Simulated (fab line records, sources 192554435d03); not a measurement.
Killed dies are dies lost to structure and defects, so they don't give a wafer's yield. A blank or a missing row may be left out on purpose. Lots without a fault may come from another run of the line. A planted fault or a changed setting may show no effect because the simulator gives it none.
fab line records | flow n5_finfet
record lots=7 wafers=21
route steps=1938 shown BEOL_M7@1270 BEOL_M9@1426 BEOL_M10@1495 BEOL_M11@1562 BEOL_M12@1605
start_h: hours from the record's first day to the start of the lot's first wafer shown | wait_h: hours since the lot's step before | " the same as in the row above | L1.1+2: a row that stands for several wafers | - no value, or no start given | * or withheld: withheld | < > ~ a bound
route shown NAME@n: a module of which the file shows steps, and the number in the route of the first | usual: mean/standard deviation of fault-free wafers | same: alike in all rows | chamber/n: place in a boat | sites: the reading at each site | _std_site: their standard deviation | _edge_site: outer sites' mean less inner sites' | radius_mm: how far each site lies from the wafer's centre | mask NAME#n: copy n | behind: the tool/chamber that last shaped the wafer | hold: why the lot was held/for how many hours/how that ended | device: the transistor (n, p or np) that didn't switch | end of line: the same wafers' tests at the end of the route | a step without rows: its recipe alone | killed: dies lost to structure and defects at the first sort, not the wafer's yield | map: a wafer's dies, x killed, . not, _ none there
set.NAME: the setting as run; set.NAME@STEP: as run at that earlier step | model.NAME: the simulator's own value behind a step, which no gauge read
lots whose settings were changed on purpose; a table a step, a row a wafer
## steps
# step N5_BEOL_M7_COAT_05
# recipe resist=CAR-ArF spin_rpm=1500 resist_thk_nm=90
# columns lot.wafer tool chamber start_h wait_h set.spin_rpm
L078.2+3+4 litho_track-02 0 - - 1500
L083.4+5+6 litho_track-03 0 - - 1500
L085.2+3+5 litho_track-03 0 - - 1500
L089.4+5+6 litho_track-03 0 - - 1500
L088.1+2+3 litho_track-02 0 - - 1500
L092.2+3+6 litho_track-02 0 - - 1500
L095.2 litho_track-03 0 - - 1566
L095.3+5 " 0 " " 1500
# step N5_BEOL_M7_EBR_07
# recipe solvent=PGMEA ebr_width_mm=1.5
# step N5_BEOL_M7_SOFTBAKE_06
# recipe temp_c=110 time_s=60 resist=CAR-ArF
# step N5_BEOL_M7_STRIP_68
# recipe chemistry=N2/H2 temp_c=40 n2_flow_sccm=200 h2_flow_sccm=200 rf_frequency_hz=6e+07
# step N5_BEOL_M7_STRIP_67
# recipe chemistry=CF4 resist=SiARC power_w=300 bias_power_w=75 pressure_mtorr=50 cf4_flow_sccm=150 rf_frequency_hz=6e+07
# step N5_BEOL_M7_HM_OPEN_17
# recipe chemistry=Cl2/BCl3 target_depth_a=200 overetch_a=60 target=TiN mask_material=SOC ion_energy_ev=150 pressure_mtorr=10 icp_w=1000 bias_w=126 Cl2_flow_sccm=53.25 bcl3_flow_sccm=21.75 Ar_flow_sccm=25
# columns lot.wafer tool chamber start_h wait_h set.target_thk_a@BEOL_M7_HM_DEP_02 model.etch.depth_nm
L078.2 rie_metal-01 1 233.26 0.0 200 20.36
L078.3 " 0 " " 216.2 22.15
L078.4 " 1 " " 200 20.26
L083.4 rie_metal-03 1 255.67 0.1 200 20.1
L083.5 " 1 " " 200 19.95
L083.6 " 0 " " 200 20.01
L085.2 rie_metal-03 0 274.47 0.0 219 22.1
L085.3 " 1 " " 200 20.1
L085.5 " 0 " " 219 22.22
L089.4 rie_metal-01 1 289.95 0.1 178.4 17.54
L089.5 " 0 " " 200 19.73
L089.6 " 1 " " 178.4 17.39
L088.1 rie_metal-02 1 290.08 0.0 200 19.89
L088.2 " 0 " " 200 20.07
L088.3 " 0 " " 226 22.7
L092.2 rie_metal-01 1 302.63 0.0 200 20.01
L092.3 " 1 " " 200 20.42
L092.6 " 0 " " 200 20.24
L095.2 rie_metal-02 1 337.50 0.0 224 22.8
L095.3 " 0 " " 200 20.41
L095.5 " 0 " " 200 20.22
# step N5_BEOL_M7_ETCH_41
# recipe chemistry=CH3F/O2 target=SiCN target_depth_a=319 taper_deg=2 time_s=57.8 ion_energy_ev=120 mask_material=TiN pressure_mtorr=30 source_w=395 bias_w=75 Ar_flow_sccm=150 CH3F_flow_sccm=30 O2_flow_sccm=20
# usual rf_vpp_V=296.7/1.8
# columns lot.wafer tool chamber start_h wait_h set.source_w rf_vpp_V
L078.2 rie_diel-02 2 - - 433.8 288.0
L078.3 " 0 " " 433.8 286.0
L078.4 " 1 " " 395 296.7
L083.4 rie_diel-04 1 - - 395 297.1
L083.5 " 0 " " 395 293.9
L083.6 " 1 " " 395 297.3
L085.2 rie_diel-04 3 - - 395 297.3
L085.3 " 1 " " 395 297.4
L085.5 " 1 " " 395 297.2
L089.4 rie_diel-02 3 - - 331.7 315.9
L089.5 " 1 " " 395 296.6
L089.6 " 2 " " 395 297.4
L088.1 rie_diel-04 1 - - 395 298.0
L088.2 " 0 " " 395 294.5
L088.3 " 3 " " 395 295.1
L092.2 rie_diel-03 0 - - 395 295.9
L092.3 " 1 " " 461.2 283.4
L092.6 " 0 " " 461.2 282.4
L095.2 rie_diel-04 0 - - 373.9 298.7
L095.3 " 2 " " 373.9 303.4
L095.5 " 3 " " 395 297.9
# step N5_BEOL_M9_COAT_64
# recipe resist=SiARC temp_c=220 time_s=60 spin_rpm=1500 resist_thk_nm=12
# columns lot.wafer tool chamber start_h wait_h set.spin_rpm model.SiARC_of_BEOL_M9_COAT_64.thk_nm
L078.2+3+4 litho_track-02 0 - - 1500 12
L083.4+5+6 litho_track-01 0 - - 1500 12
L085.2 litho_track-01 0 - - 1409 12.4
L085.3+5 " 0 " " 1500 12
L088.1 litho_track-01 0 - - 1617 11.6
L088.2+3 " 0 " " 1500 12
L089.4+5+6 litho_track-02 0 - - 1500 12
L092.2+3+6 litho_track-02 0 - - 1500 12
L095.2 litho_track-01 0 - - 1586 11.6
L095.3+5 " 0 " " 1500 12
# step N5_BEOL_M9_COAT_22
# recipe resist=CAR-EUV spin_rpm=1500 resist_thk_nm=30
# columns lot.wafer tool chamber start_h wait_h set.spin_rpm model.CAR-EUV_of_BEOL_M9_COAT_22.thk_nm
L078.2+4 litho_track-02 0 - - 1500 29.8
L078.3 " 0 " " 1500 30
L083.4+5+6 litho_track-01 0 - - 1500 30
L085.2+5 litho_track-01 0 - - 1391 31
L085.3 " 0 " " 1500 30
L088.1+2 litho_track-01 0 - - 1500 30
L088.3 " 0 " " 1337 31.8
L089.4+6 litho_track-02 0 - - 1362 31.4
L089.5 " 0 " " 1500 30
L092.2+3+6 litho_track-02 0 - - 1500 30
L095.2+3+5 litho_track-01 0 - - 1359 31.4
# step N5_BEOL_M9_EBR_24
# recipe solvent=PGMEA ebr_width_mm=1.5
# step N5_BEOL_M9_SOFTBAKE_23
# recipe temp_c=110 time_s=60 resist=CAR-EUV
# step N5_BEOL_M9_EXPOSE_25
# recipe mask_id=V8 na=0.33 source_shape=annular sigma_inner=0.4 sigma_outer=0.8 polarization=unpolarized dose_mj=37.25
# step N5_BEOL_M9_PEB_26
# recipe peb_temp_c=100 peb_time_s=60 resist=CAR-EUV
# step N5_BEOL_M9_DEVELOP_27
# recipe develop_time_s=30 developer=TMAH resist=CAR-EUV rinse_liquid=surfactant_rinse dry=air_spin dev_temp_c=23
# columns lot.wafer tool chamber start_h wait_h set.spin_rpm@BEOL_M9_COAT_22 model.CAR-EUV_of_BEOL_M9_COAT_22.thk_nm
L078.2+3+4 litho_track-02 0 - - 1500 29.4
L083.4+5+6 litho_track-01 0 - - 1500 29.4
L085.2+5 litho_track-02 0 - - 1391 30.6
L085.3 " 0 " " 1500 29.6
L088.1 litho_track-02 0 - - 1500 29.4
L088.2 " 0 " " 1500 29.6
L088.3 " 0 " " 1337 31.2
L089.4+6 litho_track-02 0 - - 1362 31
L089.5 " 0 " " 1500 29.4
L092.2+6 litho_track-02 0 - - 1500 29.4
L092.3 " 0 " " 1500 29.6
L095.2+3+5 litho_track-05 0 - - 1359 31
# step N5_BEOL_M9_DESCUM_33
# recipe chemistry=O2 time_s=7 source_power_w=50 bias_power_w=20 pressure_mtorr=20 rf_frequency_hz=2.712e+07 temp_c=40 resist=CAR-EUV o2_flow_sccm=225
# step N5_BEOL_M9_ETCH_76
# recipe chemistry=N2/H2 target=underlayer target_depth_a=65 mask_material=CAR-EUV time_s=5.2 ion_energy_ev=200 pressure_mtorr=30 source_w=840 bias_w=150 n2_flow_sccm=200 h2_flow_sccm=200 ends=cleared
# step N5_BEOL_M9_ETCH_65
# recipe chemistry=CF4 target=SiARC target_depth_a=156 mask_material=CAR-EUV time_s=26 ion_energy_ev=80 pressure_mtorr=40 source_w=545 bias_w=36 Ar_flow_sccm=100 cf4_flow_sccm=100 ends=cleared
# columns lot.wafer tool chamber start_h wait_h set.spin_rpm@BEOL_M9_COAT_64 model.etch.depth_nm
L078.2 rie_diel-04 3 254.62 0.0 1500 12
L078.3 " 1 " " 1500 12.01
L078.4 " 2 " " 1500 11.99
L083.4 rie_diel-02 3 280.53 0.0 1500 12.01
L083.5+6 " 1,0 " " 1500 11.99
L085.2 rie_diel-02 2 301.33 0.0 1409 12.37
L085.3 " 1 " " 1500 12.04
L085.5 " 2 " " 1500 12.05
L088.1 rie_diel-03 1 308.86 0.0 1617 11.54
L088.2 " 0 " " 1500 12.02
L088.3 " 3 " " 1500 11.98
L089.4+6 rie_diel-02 1 309.03 0.0 1500 12.02
L089.5 " 2 " " 1500 12.04
L092.2 rie_diel-04 3 324.39 0.0 1500 11.99
L092.3 " 2 " " 1500 12.05
L092.6 " 2 " " 1500 12.02
L095.2 rie_diel-03 1 356.67 0.0 1586 11.64
L095.3 " 3 " " 1500 11.93
L095.5 " 3 " " 1500 11.95
# step N5_BEOL_M10_COAT_64
# recipe resist=SiARC temp_c=220 time_s=60 spin_rpm=1500 resist_thk_nm=30
# columns lot.wafer tool chamber start_h wait_h set.spin_rpm model.SiARC_of_BEOL_M10_COAT_64.thk_nm
L078.2 litho_track-04 0 - - 1500 30
L078.3+4 " 0 " " 1341 31.6
L083.4+5+6 litho_track-03 0 - - 1500 30
L085.2+5 litho_track-04 0 - - 1408 31
L085.3 " 0 " " 1500 30
L088.1 litho_track-03 0 - - 1500 30.2
L088.2 " 0 " " 1337 32
L088.3 " 0 " " 1337 31.8
L089.4+5+6 litho_track-05 0 - - 1500 30
L092.2 litho_track-03 0 - - 1626 29
L092.3+6 " 0 " " 1500 30
L095.2 litho_track-04 0 - - 1368 31.6
L095.3 " 0 " " 1368 31.4
L095.5 " 0 " " 1500 30.2
# step N5_BEOL_M10_PEB_26
# recipe peb_temp_c=withheld peb_time_s=60 resist=CAR-ArF
# columns lot.wafer tool chamber start_h wait_h set.peb_time_s
L078.2+3 litho_track-04 0 262.36 0.1 60
L078.4 " 0 " " 65.01
L083.4+5+6 litho_track-04 0 287.72 0.0 60
L085.2+3+5 litho_track-04 0 308.74 0.1 60
L088.1+3 litho_track-05 0 314.26 0.1 53.58
L088.2 " 0 " " 60
L089.4+5 litho_track-05 0 314.49 0.0 69.08
L089.6 " 0 " " 60
L092.2+6 litho_track-03 0 331.07 0.1 55.36
L092.3 " 0 " " 60
L095.2+5 litho_track-03 0 365.56 0.1 60
L095.3 " 0 " " 70.09
# step N5_BEOL_M10_DEVELOP_27
# recipe develop_time_s=30 developer=TMAH resist=CAR-ArF rinse_liquid=diw dry=air_spin dev_temp_c=23
# step N5_BEOL_M10_CD_MEAS_28
# recipe target_cd_nm=70 landing_energy_ev=500 detector=se_inlens polarity=opening
# usual cd_nm=69.5/0.92
# columns lot.wafer tool chamber start_h wait_h set.peb_time_s@BEOL_M10_PEB_26 cd_nm
L078.2 cd_sem-03 0 262.43 - 60 69.5
L078.3 " 0 " " 60 69.6
L078.4 " 0 " " 65.01 72.9
L083.4 cd_sem-01 0 287.79 - 60 69.7
L083.5 " 0 " " 60 68.9
L083.6 " 0 " " 60 68.6
L085.2 cd_sem-03 0 308.81 - 60 70.3
L085.3 " 0 " " 60 69.7
L085.5 " 0 " " 60 69.2
L088.1 cd_sem-02 0 314.33 - 53.58 63.7
L088.2 " 0 " " 60 69.3
L088.3 " 0 " " 53.58 63.6
L089.4 cd_sem-02 0 314.55 - 69.08 75.0
L089.5 " 0 " " 69.08 75.3
L089.6 " 0 " " 60 69.6
L092.2 cd_sem-03 0 331.14 - 55.36 65.4
L092.3 " 0 " " 60 69.9
L092.6 " 0 " " 55.36 67.2
L095.2 cd_sem-02 0 365.63 - 60 71.0
L095.3 " 0 " " 70.09 77.8
L095.5 " 0 " " 60 70.3
# step N5_BEOL_M10_DESCUM_33
# recipe chemistry=O2 time_s=7.9 source_power_w=50 bias_power_w=20 pressure_mtorr=20 rf_frequency_hz=2.712e+07 temp_c=40 resist=CAR-ArF o2_flow_sccm=225
# step N5_BEOL_M10_ETCH_65
# recipe chemistry=CF4 target=SiARC target_depth_a=390 mask_material=CAR-ArF time_s=65 ion_energy_ev=80 pressure_mtorr=40 source_w=545 bias_w=36 Ar_flow_sccm=100 cf4_flow_sccm=100 ends=cleared
# columns lot.wafer tool chamber start_h wait_h set.spin_rpm@BEOL_M10_COAT_64 model.etch.depth_nm model.CAR-ArF_of_BEOL_M10_COAT_22.thk_nm
L078.2 rie_diel-05 2 262.55 0.0 1500 29.95 55.8
L078.3 " 3 " " 1341 31.55 54.2
L078.4 " 1 " " 1341 31.68 54.6
L083.4 rie_diel-05 2 288.72 0.0 1500 30.05 55.4
L083.5 " 0 " " 1500 30.07 55.4
L083.6 " 1 " " 1500 30.04 55.6
L085.2 rie_diel-06 2 308.93 0.0 1408 31.04 54.4
L085.3 " 0 " " 1500 30.08 55
L085.5 " 0 " " 1408 30.96 54
L088.1 rie_diel-06 0 314.45 0.0 1500 30.16 55.2
L088.2 " 3 " " 1337 31.91 53.8
L088.3 " 1 " " 1337 31.87 53.8
L089.4+5 rie_diel-05 1,2 314.76 0.0 1500 30.08 55.2
L089.6 " 3 " " 1500 30.02 55.4
L092.2 rie_diel-05 0 331.26 0.0 1626 28.95 56.2
L092.3 " 2 " " 1500 30.03 55.4
L092.6 " 2 " " 1500 30.08 55
L095.2 rie_diel-01 3 365.95 0.0 1368 31.53 54
L095.3 " 2 " " 1368 31.45 54.2
L095.5 " 0 " " 1500 30.12 55.4
# step N5_BEOL_M10_ETCH_66
# recipe chemistry=N2/H2 target=SOC target_depth_a=1200 overetch_a=240 mask_material=SiARC temp_c=40 time_s=180 ion_energy_ev=200 pressure_mtorr=30 source_w=840 bias_w=150 n2_flow_sccm=200 h2_flow_sccm=200
# columns lot.wafer tool chamber start_h wait_h set.spin_rpm@BEOL_M10_COAT_64 model.SiARC_of_BEOL_M10_COAT_64.thk_nm
L078.2 rie_diel-05 2 262.60 0.0 1500 22.4
L078.3 " 3 " " 1341 24.2
L078.4 " 1 " " 1341 24
L083.4+6 rie_diel-05 2,1 288.77 0.0 1500 22.6
L083.5 " 0 " " 1500 23
L085.2 rie_diel-06 2 308.98 0.0 1408 23.8
L085.3 " 0 " " 1500 22.8
L085.5 " 0 " " 1408 23.6
L088.1 rie_diel-06 0 314.50 0.0 1500 22.8
L088.2 " 3 " " 1337 24.4
L088.3 " 1 " " 1337 24.6
L089.4 rie_diel-05 1 314.81 0.0 1500 22.4
L089.5 " 2 " " 1500 22.6
L089.6 " 3 " " 1500 22.8
L092.2 rie_diel-05 0 331.31 0.0 1626 21.8
L092.3+6 " 2 " " 1500 22.4
L095.2 rie_diel-01 3 366.00 0.0 1368 24.2
L095.3 " 2 " " 1368 23.6
L095.5 " 0 " " 1500 23
# step N5_BEOL_M11_COAT_22
# recipe resist=CAR-ArF spin_rpm=1500 resist_thk_nm=90
# columns lot.wafer tool chamber start_h wait_h set.spin_rpm model.CAR-ArF_of_BEOL_M11_COAT_22.thk_nm
L078.2 litho_track-04 0 - - 1500 90.4
L078.3 " 0 " " 1659 86
L078.4 " 0 " " 1500 90.2
L083.4+5+6 litho_track-04 0 - - 1500 89.8
L085.2 litho_track-02 0 - - 1445 91.2
L085.3 " 0 " " 1445 91.6
L085.5 " 0 " " 1500 90.2
L089.4 litho_track-01 0 - - 1500 89.6
L089.5 " 0 " " 1613 86.4
L089.6 " 0 " " 1613 86.6
L088.1+2 litho_track-04 0 - - 1500 90
L088.3 " 0 " " 1500 90.2
L092.2 litho_track-04 0 - - 1657 85.4
L092.3 " 0 " " 1500 89.6
L092.6 " 0 " " 1500 90
L095.2 litho_track-04 0 - - 1500 90.8
L095.3 " 0 " " 1500 90.6
L095.5 " 0 " " 1564 88.6
# step N5_BEOL_M11_EBR_24
# recipe solvent=PGMEA ebr_width_mm=1.5
# step N5_BEOL_M11_SOFTBAKE_23
# recipe temp_c=110 time_s=60 resist=CAR-ArF
# step N5_BEOL_M11_DESCUM_33
# recipe chemistry=O2 time_s=7.9 source_power_w=50 bias_power_w=20 pressure_mtorr=20 rf_frequency_hz=2.712e+07 temp_c=40 resist=CAR-ArF o2_flow_sccm=225
# columns lot.wafer tool chamber start_h wait_h set.spin_rpm@BEOL_M11_COAT_22 model.CAR-ArF_of_BEOL_M11_COAT_22.thk_nm
L078.2+4 rie_diel-03 2,0 272.78 0.0 1500 83.8
L078.3 " 3 " " 1659 79.2
L083.4 rie_diel-04 3 299.64 0.8 1500 83.2
L083.5 " 2 " " 1500 83.4
L083.6 " 1 " " 1500 83
L085.2 rie_diel-02 0 314.61 0.0 1445 84.8
L085.3 " 3 " " 1445 85.2
L085.5 " 3 " " 1500 83.6
L089.4 rie_diel-02 0 324.40 0.0 1500 83
L089.5 " 2 " " 1613 79.8
L089.6 " 3 " " 1613 80.2
L088.1+2 rie_diel-02 1,3 324.86 0.3 1500 83.4
L088.3 " 0 " " 1500 83.6
L092.2 rie_diel-02 1 337.55 0.0 1657 79
L092.3 " 0 " " 1500 83
L092.6 " 3 " " 1500 83.4
L095.2+3 rie_diel-03 3,0 373.33 0.0 1500 84
L095.5 " 1 " " 1564 82
# step N5_BEOL_M11_ETCH_66
# recipe chemistry=N2/H2 target=SOC target_depth_a=1200 overetch_a=240 mask_material=SiARC temp_c=40 time_s=180 ion_energy_ev=200 pressure_mtorr=30 source_w=840 bias_w=150 n2_flow_sccm=200 h2_flow_sccm=200
# columns lot.wafer tool chamber start_h wait_h set.time_s model.SiARC_of_BEOL_M11_COAT_64.thk_nm
L078.2+3 rie_diel-03 2,3 272.86 0.0 180 22.8
L078.4 " 0 " " 152.4 24
L083.4+6 rie_diel-04 3,1 299.73 0.0 180 22.4
L083.5 " 2 " " 180 22.8
L085.2 rie_diel-02 0 314.69 0.0 180 22.8
L085.3 " 3 " " 180 22.6
L085.5 " 3 " " 209.4 21.6
L089.4 rie_diel-02 0 324.48 0.0 180 22.6
L089.5+6 " 2,3 " " 155.9 23.4
L088.1+3 rie_diel-02 1,0 324.94 0.0 180 22.8
L088.2 " 3 " " 180 22.6
L092.2 rie_diel-02 1 337.63 0.0 180 23
L092.3+6 " 0,3 " " 180 22.8
L095.2 rie_diel-03 3 373.41 0.0 219.7 21.4
L095.3 " 0 " " 180 22.8
L095.5 " 1 " " 219.7 21
# step N5_BEOL_M12_COAT_04
# recipe spin_rpm=1625 resist_thk_nm=400
# columns lot.wafer tool chamber start_h wait_h set.spin_rpm model.coat_of_BEOL_M12_COAT_04.thk_nm
L078.2 litho_track-03 0 - - 1625 400.8
L078.3 " 0 " " 1528 413.8
L078.4 " 0 " " 1528 412.8
L083.4+5+6 litho_track-02 0 - - 1625 400.8
L085.2 litho_track-02 0 - - 1625 400
L085.3 " 0 " " 1484 417.2
L085.5 " 0 " " 1625 399.6
L089.4 litho_track-02 0 - - 1625 399
L089.5 " 0 " " 1542 409.6
L089.6 " 0 " " 1625 399.2
L088.1+2 litho_track-02 0 - - 1625 400
L088.3 " 0 " " 1567 409
L092.2 litho_track-02 0 - - 1625 399.6
L092.3 " 0 " " 1625 399.4
L092.6 " 0 " " 1625 399.8
L095.2 litho_track-02 0 - - 1783 382.4
L095.3 " 0 " " 1625 401.6
L095.5 " 0 " " 1625 401.4
## key
split step=N5_BEOL_M7_COAT_05 setting=spin_rpm stated=1500 by=wafer
response none clear
split step=N5_BEOL_M7_ETCH_41 setting=source_w stated=395 by=wafer
response step=N5_BEOL_M7_ETCH_41 reading=rf_vpp_V change=-0.954 per=1% r=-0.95
split step=N5_BEOL_M9_COAT_64 setting=spin_rpm stated=1500 by=wafer
response step=N5_BEOL_M9_COAT_64 reading=model.SiARC_of_BEOL_M9_COAT_64.thk_nm change=-0.0601 per=1% r=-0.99
response step=N5_BEOL_M9_ETCH_65 reading=model.etch.depth_nm change=-0.056 per=1% r=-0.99
split step=N5_BEOL_M9_COAT_22 setting=spin_rpm stated=1500 by=wafer
response step=N5_BEOL_M9_COAT_22 reading=model.CAR-EUV_of_BEOL_M9_COAT_22.thk_nm change=-0.155 per=1% r=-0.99
response step=N5_BEOL_M9_DEVELOP_27 reading=model.CAR-EUV_of_BEOL_M9_COAT_22.thk_nm change=-0.158 per=1% r=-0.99
split step=N5_BEOL_M10_COAT_64 setting=spin_rpm stated=1500 by=wafer
response step=N5_BEOL_M10_COAT_64 reading=model.SiARC_of_BEOL_M10_COAT_64.thk_nm change=-0.148 per=1% r=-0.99
response step=N5_BEOL_M10_ETCH_65 reading=model.etch.depth_nm change=-0.152 per=1% r=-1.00
response step=N5_BEOL_M10_ETCH_65 reading=model.CAR-ArF_of_BEOL_M10_COAT_22.thk_nm change=+0.132 per=1% r=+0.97
response step=N5_BEOL_M10_ETCH_66 reading=model.SiARC_of_BEOL_M10_COAT_64.thk_nm change=-0.132 per=1% r=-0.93
split step=N5_BEOL_M10_PEB_26 setting=peb_time_s stated=60 by=wafer
response step=N5_BEOL_M10_CD_MEAS_28 reading=cd_nm change=+0.422 per=1% r=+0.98
split step=N5_BEOL_M11_COAT_22 setting=spin_rpm stated=1500 by=wafer
response step=N5_BEOL_M11_COAT_22 reading=model.CAR-ArF_of_BEOL_M11_COAT_22.thk_nm change=-0.414 per=1% r=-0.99
response step=N5_BEOL_M11_DESCUM_33 reading=model.CAR-ArF_of_BEOL_M11_COAT_22.thk_nm change=-0.416 per=1% r=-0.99
split step=N5_BEOL_M11_ETCH_66 setting=time_s stated=180 by=wafer
response step=N5_BEOL_M11_ETCH_66 reading=model.SiARC_of_BEOL_M11_COAT_64.thk_nm change=-0.0705 per=1% r=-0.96
split step=N5_BEOL_M12_COAT_04 setting=spin_rpm stated=1625 by=wafer
response step=N5_BEOL_M12_COAT_04 reading=model.coat_of_BEOL_M12_COAT_04.thk_nm change=-2.03 per=1% r=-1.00
split outside_this_file step=N5_BEOL_M7_HM_DEP_02 setting=target_thk_a
# split outside_this_file: this setting was split too, and the file shows its column; the key of that split is in another file
